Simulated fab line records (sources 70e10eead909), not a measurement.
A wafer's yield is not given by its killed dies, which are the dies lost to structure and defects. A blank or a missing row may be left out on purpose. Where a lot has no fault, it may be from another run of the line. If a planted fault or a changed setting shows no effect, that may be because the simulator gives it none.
Which tool did it?    flow nand harc    Sampling: 12 lots, 36 wafers, 5 of 1159 route steps

## WHAT THE GAUGES READ, wafer by wafer
NHARC_END_SORT_01. Usual: defect limited yield 95.6 %, standard deviation 1.7; killed at array 27, standard deviation 11; killed at other 0.7, standard deviation 0.93; killed at periphery 2.9, standard deviation 1.9; killed dies 30, standard deviation 11; killed open 3.1, standard deviation 1.7; killed short 1.9, standard deviation 1.3; sort_bin_2_pct 1.4 %, standard deviation 0.68; sort_bin_3_pct 0.28 %, standard deviation 0.25; sort_bin_4_pct 2.8 %, standard deviation 1.1; sort n pass 647, standard deviation 11; sort rim yield pct 95.4 %, standard deviation 2.7; sort yield pct 95.6 %, standard deviation 1.7.
lot   measured      on         defect limited yield (%)  killed at array  killed at other  killed at periphery  killed dies  killed open  killed short  sort_bin_2_pct (%)  sort_bin_3_pct (%)  sort_bin_4_pct (%)  sort n pass  sort rim yield pct (%)  sort yield pct (%)  flag
L847  day 19 06:07  prober-01  96.3 98.5 97.0            21 8 19          1 0 0            3 2 1                25 10 20     5 3 1        4 1 0         0.9 0.3 0.3         0.30 0.15 0.30      2.5 1.0 2.4         652 667 657  98.1 98.1 96.2          96.3 98.5 97.0      
L850  day 20 07:42  prober-02  97.2 98.4 96.9            15 9 17          2 0 0            2 2 4                19 11 21     3 1 4        0 3 3         1.2 0.1 1.0         0 0 0.15            1.6 1.5 1.9         658 666 656  97.2 99.1 97.2          97.2 98.4 96.9      
L851  day 20 19:20  prober-02  95.7 95.9 95.0            26 23 28         1 2 1            2 3 5                29 28 34     2 1 6        1 2 2         1.8 0.6 1.9         0.15 0.44 0.44      2.4 3.1 2.7         648 649 643  97.2 95.3 98.1          95.7 95.9 95.0      
L852  day 21 03:01  prober-01  93.4 94.8 95.4            43 34 30         0 0 0            2 1 1                45 35 31     2 4 0        1 2 3         0.9 1.9 1.0         0.44 0.59 0.15      5.3 2.7 3.4         632 642 646  94.3 90.6 93.4          93.4 94.8 95.4      
L859  day 23 06:32  prober-02  84.5 96.2 96.2            22 23 25         82 2 0           1 1 1                105 26 26    3 4 3        0 0 3         5.9 1.0 0.7         2.51 0.89 0.30      7.1 1.9 2.8         572 651 651  96.2 95.3 95.3          84.5 96.2 96.2      OFF
L860  day 23 21:36  prober-01  95.6 94.4 84.8            27 37 23         1 0 80           2 1 0                30 38 103    3 3 0        2 0 1         0.4 1.5 6.8         0.74 0.15 3.40      3.2 4.0 5.0         647 639 574  96.2 95.3 95.3          95.6 94.4 84.8      OFF
L866  day 25 23:37  prober-02  94.1 93.1 93.6            37 44 37         0 0 0            3 3 6                40 47 43     1 4 3        3 1 2         2.8 1.8 1.3         0.59 0.44 0.59      2.5 4.7 4.4         637 630 634  90.6 92.5 93.4          94.1 93.1 93.6      

## WHAT TOOL EACH LOT RAN ON (gives the tool, then ch and the chambers of the sampled wafers, and finally the start)
lot   NHARC_THIN_TSV_ETCH_15            NHARC_THIN_TSV_PRE_CLEAN_50   NHARC_THIN_TSV_PVD_19                    NHARC_THIN_TSV_ETCH_36
L847  rie si-03 ch 0,2, day 18 14:19    pvd sputter-01, day 18 16:33  pvd sputter-01, day 18 20:08 or earlier  rie metal-01 ch 0,1, day 18 20:08
L844  rie si-03 ch 2,3, day 18 15:44    pvd sputter-02, day 18 17:49  pvd sputter-02, day 18 21:26 or earlier  rie metal-02 ch 0,1, day 18 21:26
L846  rie si-05 ch 2,3, day 18 18:37    pvd sputter-03, day 18 20:43  pvd sputter-03, day 19 00:11 or earlier  rie metal-02 ch 0,1, day 19 00:11
L848  rie si-01 ch 1,2, day 19 03:34    pvd sputter-02, day 19 06:05  pvd sputter-02, day 19 10:13 or earlier  rie metal-02 ch 0,1, day 19 10:13
L850  rie si-03 ch 0,2,3, day 19 16:58  pvd sputter-02, day 19 19:41  pvd sputter-02, day 19 23:09 or earlier  rie metal-01 ch 0,1, day 19 23:09
L849  rie si-05 ch 1,2, day 19 18:04    pvd sputter-03, day 19 20:07  pvd sputter-03, day 19 23:52 or earlier  rie metal-02 ch 1, day 19 23:52
L851  rie si-03 ch 1,2, day 20 04:38    pvd sputter-02, day 20 07:39  pvd sputter-02, day 20 11:08 or earlier  rie metal-03 ch 0,1, day 20 11:08
L852  rie si-01 ch 1,2,3, day 20 12:20  pvd sputter-01, day 20 14:27  pvd sputter-01, day 20 17:59 or earlier  rie metal-01 ch 0,1, day 20 17:59
L854  rie si-05 ch 1,2, day 20 20:27    pvd sputter-01, day 20 22:30  pvd sputter-01, day 21 02:06 or earlier  rie metal-03 ch 0,1, day 21 02:06
L859  rie si-03 ch 0,1, day 22 16:13    pvd sputter-02, day 22 18:29  pvd sputter-02, day 22 22:07 or earlier  rie metal-02 ch 1, day 22 22:07
L860  rie si-01 ch 0,1,3, day 23 06:55  pvd sputter-02, day 23 08:58  pvd sputter-02, day 23 12:36 or earlier  rie metal-03 ch 1, day 23 12:36
L866  rie si-01 ch 0,1, day 25 01:10    pvd sputter-03, day 25 03:13  pvd sputter-03, day 25 06:43 or earlier  rie metal-01 ch 0,1, day 25 06:43
- NHARC_THIN_TSV_ETCH_15: target depth 3000 nm, bosch target overetch cycles 2, bosch etch step 2.8 s.
- NHARC_THIN_TSV_PRE_CLEAN_50: time 30 s.
- NHARC_THIN_TSV_PVD_19: deposits TaN, target thk 20 nm.
- NHARC_THIN_TSV_ETCH_36: etches the open film in Cl2/BCl3, target depth 65 nm, time 18.571 s.

## WHAT THE TOOLS THEMSELVES READ (means of the sampled wafers that have a number; where no wafer has one, the mark that the record gives instead)
NHARC_THIN_TSV_ETCH_15. Usual: drypump motor current A 5.7 A, standard deviation 0.59.
lot   tool       drypump motor current A (A)  flag
L847  rie si-03  5.4                          
L844  rie si-03  5.3                          
L846  rie si-05  5.8                          
L848  rie si-01  6.2                          
L850  rie si-03  5.3                          
L849  rie si-05  6.4                          
L851  rie si-03  5.1                          
L852  rie si-01  5.7                          
L854  rie si-05  6.2                          
L859  rie si-03  5.6                          
L860  rie si-01  5.2                          
L866  rie si-01  5.2                          

NHARC_THIN_TSV_PRE_CLEAN_50. Usual: heater power w 412 W, standard deviation 34.
lot   tool            heater power w (W)  flag
L847  pvd sputter-01  407                 
L844  pvd sputter-02  421                 
L846  pvd sputter-03  407                 
L848  pvd sputter-02  408                 
L850  pvd sputter-02  423                 
L849  pvd sputter-03  398                 
L851  pvd sputter-02  417                 
L852  pvd sputter-01  430                 
L854  pvd sputter-01  386                 
L859  pvd sputter-02  388                 
L860  pvd sputter-02  391                 
L866  pvd sputter-03  399                 

NHARC_THIN_TSV_PVD_19. Usual: chamber pressure pa 4.999 Pa, standard deviation 0.011; throttle valve pct 30.1 %, standard deviation 1.1.
lot   tool            chamber pressure pa (Pa)  throttle valve pct (%)  flag
L847  pvd sputter-01  5.007                     31.4                    
L844  pvd sputter-02  5.004                     29.3                    
L846  pvd sputter-03  5.004                     31.0                    
L848  pvd sputter-02  4.993                     29.8                    
L850  pvd sputter-02  4.995                     29.6                    
L849  pvd sputter-03  4.996                     30.1                    
L851  pvd sputter-02  4.995                     30.6                    
L852  pvd sputter-01  5.004                     29.2                    
L854  pvd sputter-01  4.999                     30.3                    
L859  pvd sputter-02  5.008                     30.5                    
L860  pvd sputter-02  4.995                     30.1                    
L866  pvd sputter-03  4.996                     30.4                    

NHARC_THIN_TSV_ETCH_36. Usual: drypump motor current A 5.8 A, standard deviation 0.57; oes product au 1.001 a.u., standard deviation 0.008.
lot   tool          drypump motor current A (A)  oes product au (a.u.)  flag
L847  rie metal-01  6.1                          1.007                  
L844  rie metal-02  5.3                          1.001                  
L846  rie metal-02  5.5                          1.002                  
L848  rie metal-02  5.5                          0.994                  
L850  rie metal-01  5.8                          1.000                  
L849  rie metal-02  5.8                          0.993                  
L851  rie metal-03  5.7                          0.995                  
L852  rie metal-01  6.1                          1.014                  
L854  rie metal-03  6.1                          1.001                  
L859  rie metal-02  5.8                          1.009                  
L860  rie metal-03  5.3                          0.996                  
L866  rie metal-01  5.8                          1.002                  

## THE ANSWER, worked out from the rows above alone
Rule: lot off if the mean of its wafers having a number is beyond 3 standard deviations from the usual mean. A lot without any number at a reading at which 4 lots or more have one is off too. The other lots that the step has rows for count as sound. Order of review: gauges by route order, followed by the tools' own readings, for which a lot's mean as printed above is used. At the first step where some lot is off, the reading lying furthest off is the one used; lots without a number count as furthest.
Off: L859, L860, at NHARC_END_SORT_01 (killed at other). Neither off nor sound, because the step has no rows for them: L844, L846, L848, L849, L854.
A tool fits if, at a process step before that reading, it ran every lot that is off, and no sound lot after the first of them. Gauges at NHARC_END_SORT_01: tried the same way as those tools. NHARC_THIN_TSV_PVD_19: start missing for some lots; hours and lot order therefore follow NHARC_THIN_TSV_ETCH_36. One candidate fits, namely pvd sputter-02 at NHARC_THIN_TSV_PRE_CLEAN_50 and NHARC_THIN_TSV_PVD_19. At NHARC_THIN_TSV_PRE_CLEAN_50 its last sound lot is L851 (day 20 07:39), its first lot that is off L859 (day 22 18:29): a fault that began between those two fits.

## WHAT THE SIMULATOR HAD PUT IN
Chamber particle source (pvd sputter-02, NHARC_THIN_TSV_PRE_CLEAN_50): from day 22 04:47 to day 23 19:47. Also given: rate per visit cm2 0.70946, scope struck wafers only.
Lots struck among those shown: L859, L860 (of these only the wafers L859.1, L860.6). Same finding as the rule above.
